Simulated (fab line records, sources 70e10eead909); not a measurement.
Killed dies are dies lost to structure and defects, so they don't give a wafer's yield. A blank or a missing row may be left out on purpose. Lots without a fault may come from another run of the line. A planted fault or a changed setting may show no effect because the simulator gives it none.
fab line records | flow nand_harc
record lots=5 wafers=15 last_day=30
route steps=1302 shown THIN_TSV@1262 END@1301
lots that met no fault: from a run of the same line without faults
start_h: hours from the record's first day to the start of the lot's first wafer shown | wait_h: hours since the lot's step before | " the same as in the row above | L1.1+2: a row that stands for several wafers | - no value, or no start given | * or withheld: withheld | < > ~ a bound
route shown NAME@n: a module of which the file shows steps, and the number in the route of the first | usual: mean/standard deviation of fault-free wafers | same: alike in all rows | chamber/n: place in a boat | sites: the reading at each site | _std_site: their standard deviation | _edge_site: outer sites' mean less inner sites' | radius_mm: how far each site lies from the wafer's centre | mask NAME#n: copy n | behind: the tool/chamber that last shaped the wafer | hold: why the lot was held/for how many hours/how that ended | device: the transistor (n, p or np) that didn't switch | end of line: the same wafers' tests at the end of the route | a step without rows: its recipe alone | killed: dies lost to structure and defects at the first sort, not the wafer's yield | map: a wafer's dies, x killed, . not, _ none there
set.NAME: the setting as run; set.NAME@STEP: as run at that earlier step | model.NAME: the simulator's own value behind a step, which no gauge read
lots at some steps of the route; a table a step, a row a wafer
services: from which hour (start_h, from the record's first day; less than 0 if before it) a tool's chamber was out of use, for how many hours, and why
## steps
# step NHARC_THIN_TSV_ETCH_44
# recipe target_depth_a=15942 time_s=797.1 cf4_flow_sccm=150 o2_flow_sccm=10 ar_flow_sccm=0 rf_w=300 bias_w=800 chemistry=CF4/O2
# step NHARC_THIN_TSV_ETCH_15
# recipe target_depth_a=30000 bosch_target_overetch_cycles=2 bosch_etch_step_s=2.8 bosch_dep_step_s=1.2 bosch_cycles=14
# step NHARC_THIN_TSV_STRIP_45
# recipe power_w=1500 temp_c=250 chemistry=O2
# step NHARC_THIN_TSV_STRIP_46
# recipe time_s=1200 temp_c=72.5 chemistry=post_etch_residue_remover
# step NHARC_THIN_TSV_DEP_47
# recipe target_thk_a=2000 temp_c=withheld pressure_torr=6.5 rf_w=900 teos_flow_sccm=161.4 flow_sccm=2650 target_thk_nm=200 gas=O2 material=SiO2
# step NHARC_THIN_TSV_ETCHBACK_48
# recipe target_depth_a=10285 over_etch_frac=0.3 time_s=405.17 ion_energy_ev=250 c4f8_flow_sccm=withheld ar_flow_sccm=withheld rf_w=600 bias_w=300 chemistry=C4F8/Ar
# step NHARC_THIN_TSV_STRIP_62
# recipe power_w=1500 temp_c=250 time_s=20 chemistry=N2/H2
# step NHARC_THIN_TSV_DEGAS_49
# recipe temp_c=300 time_s=120
# step NHARC_THIN_TSV_PRE_CLEAN_50
# recipe time_s=30 temp_c=280 gas=H2/He
# step NHARC_THIN_TSV_PVD_19
# recipe target_thk_a=200 chamber_pressure_pa=5 material=TaN
# step NHARC_THIN_TSV_PVD_51
# recipe target_thk_a=1000 chamber_pressure_pa=5 material=Cu
# step NHARC_THIN_TSV_ECD_20
# recipe target_thk_a=20000 material=Cu
# columns lot.wafer tool chamber start_h wait_h
L583.2+4+6 ecd_cu-02 0,1,1 586.55 -
L594.1+3+6 ecd_cu-02 1,0,0 684.85 -
L595.1+4+6 ecd_cu-02 1 692.98 -
L596.1+6+5 ecd_cu-02 0,0,1 693.84 -
L598.1+4+5 ecd_cu-02 0 707.27 -
# step NHARC_THIN_TSV_ANNEAL_52
# recipe temp_c=225 time_s=90
# step NHARC_THIN_TSV_CMP_21
# recipe t_overpolish_s=30 target_thk_nm=2000
# step NHARC_THIN_TSV_SRD_23
# step NHARC_THIN_TSV_DEGAS_53
# recipe temp_c=300 time_s=60
# step NHARC_THIN_TSV_PRE_CLEAN_54
# recipe time_s=30 temp_c=280 gas=H2/He
# step NHARC_THIN_TSV_PVD_55
# recipe target_thk_a=500 material=TiN
# step NHARC_THIN_TSV_PVD_24
# recipe target_thk_a=8000 power_w=withheld chamber_pressure_pa=withheld substrate_temp_c=withheld time_s=withheld gas=Ar material=Al
# step NHARC_THIN_TSV_DEHYDRATE_25
# recipe temp_c=150 time_s=120
# step NHARC_THIN_TSV_HMDS_26
# recipe time_s=30
# step NHARC_THIN_TSV_COAT_27
# recipe spin_rpm=*
# step NHARC_THIN_TSV_SOFTBAKE_28
# recipe temp_c=122 time_s=95
# step NHARC_THIN_TSV_EBR_29
# step NHARC_THIN_TSV_EXPOSE_30
# recipe na=0.55 dose_mj=11.47 mask_id=PAD
# step NHARC_THIN_TSV_PEB_31
# recipe peb_temp_c=118 peb_time_s=85
# step NHARC_THIN_TSV_DEVELOP_32
# recipe time_s=70
# step NHARC_THIN_TSV_HARDBAKE_34
# recipe temp_c=125 time_s=80
# step NHARC_THIN_TSV_DESCUM_35
# recipe time_s=3 o2_flow_sccm=200 ar_flow_sccm=0 bias_power_w=0 chemistry=O2
# step NHARC_THIN_TSV_ETCH_59
# recipe target_depth_a=8800 icp_w=900 bias_w=100 Cl2_flow_sccm=60 bcl3_flow_sccm=30 time_s=138.1 chemistry=Cl2/BCl3
# step NHARC_THIN_TSV_ETCH_36
# recipe target_depth_a=650 over_etch_frac=0.3 time_s=18.571 ion_energy_ev=150 chemistry=Cl2/BCl3
# step NHARC_THIN_TSV_STRIP_56
# recipe power_w=1500 temp_c=250 chemistry=O2
# step NHARC_THIN_TSV_STRIP_57
# recipe time_s=1200 temp_c=72.5 chemistry=post_etch_residue_remover
# step NHARC_THIN_TSV_ANNEAL_58
# recipe temp_c=400 time_s=1800
# step NHARC_END_WLT_00
# usual VT_DECK1_BOTTOM=0.873/0.0069 VT_DECK1_BOTTOM_INNER=0.873/0.0067 VT_DECK1_MEDIAN_NEAR_BOTTOM=0.874/0.0064 VT_DECK1_MEDIAN_NEAR_BOTTOM_INNER=0.874/0.0073 VT_DECK1_MIDDLE=0.885/0.0064 VT_DECK1_MIDDLE_INNER=0.886/0.0063 VT_DECK1_TOP=0.896/0.0069 VT_DECK1_TOP_INNER=0.897/0.0065 VT_DECK2_BOTTOM=0.873/0.0061 VT_DECK2_BOTTOM_INNER=0.874/0.007 VT_DECK2_MEDIAN_NEAR_BOTTOM=0.875/0.0066 VT_DECK2_MEDIAN_NEAR_BOTTOM_INNER=0.874/0.0073 VT_DECK2_MIDDLE=0.887/0.0059 VT_DECK2_MIDDLE_INNER=0.887/0.0072 VT_DECK2_TOP=0.898/0.0065 VT_DECK2_TOP_INNER=0.898/0.0067
# columns lot.wafer tool chamber start_h wait_h hold VT_DECK1_BOTTOM VT_DECK1_BOTTOM_INNER VT_DECK1_MEDIAN_NEAR_BOTTOM VT_DECK1_MEDIAN_NEAR_BOTTOM_INNER VT_DECK1_MIDDLE VT_DECK1_MIDDLE_INNER VT_DECK1_TOP VT_DECK1_TOP_INNER VT_DECK2_BOTTOM VT_DECK2_BOTTOM_INNER VT_DECK2_MEDIAN_NEAR_BOTTOM VT_DECK2_MEDIAN_NEAR_BOTTOM_INNER VT_DECK2_MIDDLE VT_DECK2_MIDDLE_INNER VT_DECK2_TOP VT_DECK2_TOP_INNER
L583.2 prober-02 - 600.98 8.3 - 0.869 0.880 0.876 0.873 0.887 0.886 0.893 0.898 0.885 0.894 0.882 0.883 0.891 0.888 0.903 0.898
L583.4 " - 601.99 9.3 - 0.871 0.857 0.865 0.861 0.890 0.871 0.891 0.887 0.871 0.875 0.867 0.869 0.893 0.890 0.895 0.902
L583.6 " - 603.01 10.3 - 0.869 0.873 0.861 0.866 0.877 0.885 0.897 0.897 0.875 0.871 0.867 0.878 0.886 0.880 0.894 0.902
L594.1 prober-01 - 693.46 0.0 - 0.870 0.870 0.868 0.872 0.890 0.880 0.888 0.903 0.877 0.869 0.873 0.879 0.884 0.890 0.901 0.905
L594.3 " - 694.48 1.1 - 0.873 0.875 0.881 0.879 0.876 0.881 0.895 0.893 0.878 0.879 0.871 0.875 0.887 0.885 0.897 0.901
L594.6 " - 696.00 2.6 - 0.874 0.878 0.874 0.880 0.894 0.893 0.892 0.894 0.882 0.878 0.879 0.884 0.888 0.888 0.902 0.904
L595.1 prober-01 - 704.63 2.9 await_dispo/1.6h/release 0.870 0.869 0.874 0.862 0.884 0.886 0.891 0.897 0.873 0.873 0.873 0.871 0.884 0.874 0.903 0.898
L595.4 " - 706.14 4.4 await_dispo/0.2h/release 0.870 0.870 0.880 0.872 0.886 0.881 0.896 0.902 0.869 0.867 0.872 0.875 0.890 0.888 0.904 0.890
L595.6 " - 707.15 5.4 await_dispo/0.2h/release 0.869 0.875 0.871 0.868 0.873 0.884 0.894 0.888 0.876 0.879 0.880 0.877 0.892 0.886 0.896 0.898
L595.1 prober-01 - 709.40 4.3 await_dispo/0.2h/release 0.871 0.862 0.870 0.859 0.882 0.890 0.901 0.895 0.864 0.867 0.873 0.874 0.884 0.879 0.895 0.894
L595.4 " - 710.92 4.3 - 0.872 0.873 0.868 0.877 0.888 0.878 0.887 0.901 0.877 0.870 0.883 0.875 0.886 0.884 0.901 0.897
L595.6 " - 711.92 4.3 - 0.870 0.871 0.870 0.870 0.883 0.877 0.891 0.891 0.877 0.877 0.878 0.875 0.885 0.887 0.898 0.901
L596.1 prober-01 - 712.16 10.4 await_dispo/10.4h/release 0.874 0.872 0.880 0.873 0.879 0.890 0.897 0.895 0.887 0.872 0.871 0.885 0.887 0.898 0.902 0.899
L596.5 " - 714.17 12.4 await_dispo/0.2h/release 0.869 0.873 0.871 0.872 0.892 0.886 0.899 0.903 0.876 0.880 0.874 0.872 0.890 0.893 0.899 0.896
L596.6 " - " " await_dispo/0.2h/release 0.873 0.865 0.874 0.872 0.888 0.889 0.899 0.899 0.872 0.868 0.875 0.868 0.888 0.891 0.900 0.895
L596.1 prober-01 - 715.34 2.7 await_dispo/0.2h/release 0.872 0.875 0.877 0.880 0.880 0.885 0.902 0.905 0.874 0.874 0.880 0.879 0.890 0.888 0.899 0.896
L596.5 " - 717.34 2.7 - 0.874 0.871 0.878 0.881 0.884 0.888 0.895 0.894 0.869 0.882 0.877 0.877 0.890 0.889 0.896 0.901
L596.6 " - " " - 0.869 0.864 0.871 0.873 0.893 0.887 0.898 0.893 0.873 0.869 0.872 0.876 0.889 0.886 0.900 0.898
L598.1 prober-02 - 718.80 2.9 await_dispo/2.5h/release 0.873 0.875 0.872 0.872 0.883 0.884 0.894 0.888 0.872 0.876 0.879 0.884 0.886 0.886 0.904 0.907
L598.4 " - 720.33 4.5 await_dispo/2.5h/release 0.867 0.868 0.872 0.869 0.875 0.885 0.892 0.883 0.872 0.867 0.875 0.874 0.889 0.879 0.898 0.905
L598.5 " - " " await_dispo/2.5h/release 0.871 0.863 0.872 0.865 0.879 0.877 0.899 0.896 0.869 0.878 0.876 0.883 0.883 0.889 0.896 0.899
# step NHARC_END_SORT_01
# recipe temp_c=25
# usual defect_limited_yield=91.1/2.7 killed_at_array=55/19 killed_at_other=0.6/0.99 killed_at_periphery=4.2/2.6 killed_dies=60/18 killed_open=3.4/1.7 killed_short=2.3/1.5
# same gross_dies=677
# columns lot.wafer tool chamber start_h wait_h hold defect_limited_yield[%] killed_at_array killed_at_other killed_at_periphery killed_dies killed_open killed_short
L583.2 prober-02 0 604.34 2.8 - 88.5 74 1 3 78 4 1
L583.4 prober-02 0 605.97 3.5 - 89.4 66 0 6 72 3 2
L583.6 prober-02 0 607.61 4.1 - 87.6 81 1 2 84 3 4
L594.1 prober-01 0 696.51 2.5 - 90.3 63 1 2 66 3 2
L594.3 prober-01 0 698.11 3.1 - 89.4 68 0 4 72 5 1
L594.6 prober-01 0 700.51 4.0 - 88.5 76 0 2 78 6 4
L595.1 prober-01 0 712.43 2.5 await_dispo/2.7h/release 30.9 38 430 0 468 2 0
L595.4 prober-01 0 714.80 3.4 await_dispo/2.7h/release 29.5 43 433 1 477 2 0
L595.6 prober-01 0 716.38 3.9 await_dispo/2.7h/release 32.8 45 410 0 455 2 4
L596.1 prober-01 0 720.59 4.7 await_dispo/4.2h/release 30.4 22 449 0 471 2 1
L596.5 prober-01 0 723.77 5.9 await_dispo/4.2h/release 31.6 27 433 3 463 3 3
L596.6 prober-01 0 724.56 6.2 await_dispo/4.2h/release 35.3 33 404 1 438 6 3
L598.1 prober-01 0 721.86 2.5 await_dispo/2.7h/release 37.7 18 402 2 422 1 1
L598.4 prober-01 0 724.29 3.4 await_dispo/2.7h/release 36.3 20 410 1 431 1 2
L598.5 prober-01 0 725.10 3.7 await_dispo/2.7h/release 32.9 20 434 0 454 2 1
# killed by level:class
L583.2 A_SLIT:chamber_film_flake=28 A_CHANNEL_HOLE_D2:chamber_film_flake=26 A_CHANNEL_HOLE_D1:chamber_film_flake=5 A_STAIRCASE:chamber_film_flake=4 A_SGD_CUT:chamber_film_flake=2 A_CONTACT:chamber_film_flake=2 P_CONTACT:geometric_particle:short=1 P_M1:geometric_particle:open=1
L583.4 A_SLIT:chamber_film_flake=24 A_CHANNEL_HOLE_D2:chamber_film_flake=23 A_CHANNEL_HOLE_D1:chamber_film_flake=4 A_STAIRCASE:chamber_film_flake=4 P_M2:chamber_film_flake=3 A_CONTACT:chamber_film_flake=3 A_M1:chamber_film_flake=3 P_GATE:geometric_particle:open=1
L583.6 A_CHANNEL_HOLE_D2:chamber_film_flake=32 A_SLIT:chamber_film_flake=26 A_CHANNEL_HOLE_D1:chamber_film_flake=5 A_SGD_CUT:chamber_film_flake=5 A_STAIRCASE:chamber_film_flake=4 A_CHANNEL_FILL_D1:geometric_particle:short=2 A_CHANNEL_FILL_D2:geometric_particle:open=2 A_M1:chamber_film_flake=2
L594.1 A_CHANNEL_HOLE_D1:chamber_film_flake=30 A_CHANNEL_HOLE_D2:chamber_film_flake=19 A_M0:chamber_film_flake=3 A_SLIT:chamber_film_flake=2 A_DECK1_JOINT:chamber_film_flake=2 P_M0:geometric_particle:open=1 A_DECK1_JOINT:geometric_particle:short=1 A_ONON_D2:geometric_particle:short=1
L594.3 A_CHANNEL_HOLE_D1:chamber_film_flake=36 A_CHANNEL_HOLE_D2:chamber_film_flake=16 A_WL_FILL:chamber_film_flake=5 A_M0:chamber_film_flake=4 P_M0:geometric_particle:open=3 A_CHANNEL_FILL_D2:chamber_film_flake=2 A_SGD_CUT:chamber_film_flake=2 P_CONTACT:geometric_particle:open=1
L594.6 A_CHANNEL_HOLE_D1:chamber_film_flake=34 A_CHANNEL_HOLE_D2:chamber_film_flake=17 A_SLIT:chamber_film_flake=5 A_ONON_D2:geometric_particle:open=3 A_CONTACT:chamber_film_flake=3 A_WL_FILL:geometric_particle:short=2 P_ZERO_WELL:chamber_film_flake=2 A_M0:chamber_film_flake=2
L595.1 THIN_TSV:unspecified=427 A_SLIT:chamber_film_flake=22 A_CHANNEL_HOLE_D1:chamber_film_flake=8 A_CONTACT:chamber_film_flake=3 THIN_TSV:chamber_film_flake=3 A_CHANNEL_FILL_D2:chamber_film_flake=2 A_CHANNEL_FILL_D2:geometric_particle:open=1 A_SGD_CUT:geometric_particle:open=1
L595.4 THIN_TSV:unspecified=430 A_SLIT:chamber_film_flake=30 A_CHANNEL_HOLE_D1:chamber_film_flake=4 A_CONTACT:chamber_film_flake=4 THIN_TSV:chamber_film_flake=3 A_DECK1_JOINT:geometric_particle:open=1 A_ONON_D2:geometric_particle:open=1 P_GATE:chamber_film_flake=1
L595.6 THIN_TSV:unspecified=410 A_SLIT:chamber_film_flake=23 A_CONTACT:chamber_film_flake=8 A_ZERO_WELL:chamber_film_flake=2 A_CHANNEL_HOLE_D1:chamber_film_flake=2 A_CHANNEL_FILL_D2:chamber_film_flake=2 A_WL_FILL:chamber_film_flake=2 A_ONON_D1:geometric_particle:short=1
L596.1 THIN_TSV:unspecified=449 A_CHANNEL_HOLE_D2:chamber_film_flake=9 A_CHANNEL_HOLE_D1:chamber_film_flake=8 A_SLIT:chamber_film_flake=2 A_ONON_D1:geometric_particle:open=1 A_CHANNEL_FILL_D2:geometric_particle:open=1 A_WL_FILL:geometric_particle:short=1
L598.1 THIN_TSV:unspecified=402 A_CHANNEL_HOLE_D1:chamber_film_flake=6 A_CONTACT:chamber_film_flake=4 A_SLIT:chamber_film_flake=3 P_STI:chamber_film_flake=2 A_WL_FILL:chamber_film_flake=2 A_WL_FILL:geometric_particle:short=1 A_CONTACT:geometric_particle:open=1
L596.5 THIN_TSV:unspecified=433 A_CHANNEL_HOLE_D2:chamber_film_flake=11 A_CHANNEL_HOLE_D1:chamber_film_flake=10 A_CHANNEL_FILL_D1:geometric_particle:short=2 A_SLIT:chamber_film_flake=2 P_M0:geometric_particle:open=1 P_M1:geometric_particle:short=1 A_WL_FILL:geometric_particle:open=1
L598.4 THIN_TSV:unspecified=410 A_CHANNEL_HOLE_D1:chamber_film_flake=7 A_SLIT:chamber_film_flake=4 A_WL_FILL:chamber_film_flake=3 A_CONTACT:chamber_film_flake=2 A_ONON_D1:geometric_particle:short=1 A_CHANNEL_FILL_D1:geometric_particle:short=1 A_M0:geometric_particle:open=1
L596.6 THIN_TSV:unspecified=404 A_CHANNEL_HOLE_D2:chamber_film_flake=13 A_CHANNEL_HOLE_D1:chamber_film_flake=6 A_M0:geometric_particle:open=3 A_SLIT:chamber_film_flake=3 A_SGD_CUT:geometric_particle:open=2 A_WL_FILL:chamber_film_flake=2 P_M0:geometric_particle:open=1
L598.5 THIN_TSV:unspecified=434 A_SLIT:chamber_film_flake=7 A_CHANNEL_HOLE_D1:chamber_film_flake=6 A_CONTACT:chamber_film_flake=2 A_SOURCE_PLATE:geometric_particle:short=1 A_CHANNEL_FILL_D2:geometric_particle:open=1 A_M0:geometric_particle:open=1 A_ZERO_WELL:chamber_film_flake=1
# map L595.4 (x killed, . not)
____________.____________
_________x.xxxx._________
_______.x.x.xxxx.._______
______.xxxxxxx.xxxx______
_____x...x.xxxxx.xx._____
____xxxxxxx..xxxxxxxx____
____xxx.x.xxx.xxx.xxx____
___xx.xxxx.x..xxxxx.x.___
___xx.xx.xxx.xxxxxx.x.___
__x..x.xx.x.xxx.xxxxx.x__
__xxxxxxxxxxxxxxxxx.xxx__
_x.xxx..x.xxx.xxxxxxx..._
_xx.xx...xx..xxxxxx.x..x_
_xxx.xxxxxxxxxxxxxxxxxxx_
_.x..x.x.xxxxxxxxxxxx.xx_
_xx.x.x........xxx.xxxxx_
xx.x..xxx.xxx.x.x.xxxxx.x
..xx.xxxxxxx.xxxxx.x..xx.
.x.xxxxxxxx.xxxx.xx.x.x.x
.xxxxxxx..xxx.x..xx.xx.xx
x.x.xx..x.xxxxxxxxxx.xxx.
_x.xxxxx.xx.x.x.x...xxx._
_xxxxxxxxx..xxxx..xx.x.x_
_.x....x.x..xxx.xxxxxxx._
_.x.xx.xxxx.xxxxxxxxxxxx_
_x.x.xxxx..xxxxx..xx.xxx_
__.xxx.x.xx.xxxxxxx.xxx__
__.xxxx..xxx.xxxx..xxxx__
___x.xxx....x.x.....x.___
___xxx.xxxx...xxxxxxxx___
____x.xxx.xxxxxxx...x____
____x..xxxxxxx.xxx.xx____
_____.xxxxxxxxxxxxxx_____
______.xxxxx..x.x.x______
_______.xx..xx.xxx_______
_________xxx..x._________
____________.____________
# map L596.1 (x killed, . not)
____________.____________
_________xxxxxx._________
_______.xx.xxx..xx_______
______xxxxxx..xxx.x______
_____xx.x.x.x.x.xxxx_____
____..xxxxxxxx.xxxxxx____
____......x..x.xxx.xx____
___xx.x.x.xxxxxxxxxxx.___
___..xxxxxx.xxxx.xxxxx___
__xx.xxxxxx.xxxxxxxxxxx__
__xxxxx.x.x..xx.xxx.xxx__
_...x.xx..xxx.xxxx.xxxxx_
_x.xxx..xx.xxxx..xxxxxx._
_xxx.xxxxxx..xxxxx.xx..x_
_xxx.xx..xx...x.xxxx.xxx_
_.xxxx......x.xxxxxx...._
xxx.xxxxxxxx.x.xx....x.xx
xx.x..xx.x..xxxxxxxxx.x..
.x.xxxx.x.xxx.xxx.xx....x
xxx.xx.xx.x.xxx.xxxxx.x.x
x.xx.xxx..xxx..x.xx.x.xx.
_xx.xxx.xxx.xxxxxxxxxxxx_
_.xx..x.xxxxx..xxxx.xxxx_
_x.xxx.xx.xxx.xxxxx..xx._
_x.xxxx.xxxxxxx...xxxxxx_
_xxxxxx..x.xxxxx.xxxxx.x_
__....x.xxx..x.xxxxx.xx__
__x.x.xxxx.xx.xx.xxxxx.__
___.xxxxxxxxxx..x..x.x___
___x.x.x.xxxxx.xx.x..x___
____xxxxx.xxx..xx..x.____
____x.xx.xxxx..xx.xxx____
_____xxx.xxxxxxxx.xx_____
______xx.xxxxx.xxxx______
_______x.xx.x..x.x_______
_________x.x.xxx_________
____________.____________
## services
# columns tool chamber start_h hours kind
ecd_cu-02 - 596.12 8.0 pm
## key
first_sign step=NHARC_END_SORT_01 reading=killed_at_other direction=up sigmas=99+ usual=0.6 struck=422.8
effect step=NHARC_END_SORT_01 reading=defect_limited_yield direction=down sigmas=21 usual=91.1 struck=33.1
more_kills_born_at NHARC_THIN_TSV_ECD_20@ecd_cu-02=3799
met_at NHARC_THIN_TSV_ECD_20
struck_wafers L595.1,L595.4,L595.6,L596.1,L596.5,L596.6,L598.1,L598.4,L598.5
onset_between 684.85 692.98
also_fits time
fault kind=chamber_particle_source tool=ecd_cu-02 chamber=- onset_h=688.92 steps=NHARC_THIN_TSV_ECD_20 rate_per_visit_cm2=1.1274 end_h=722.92
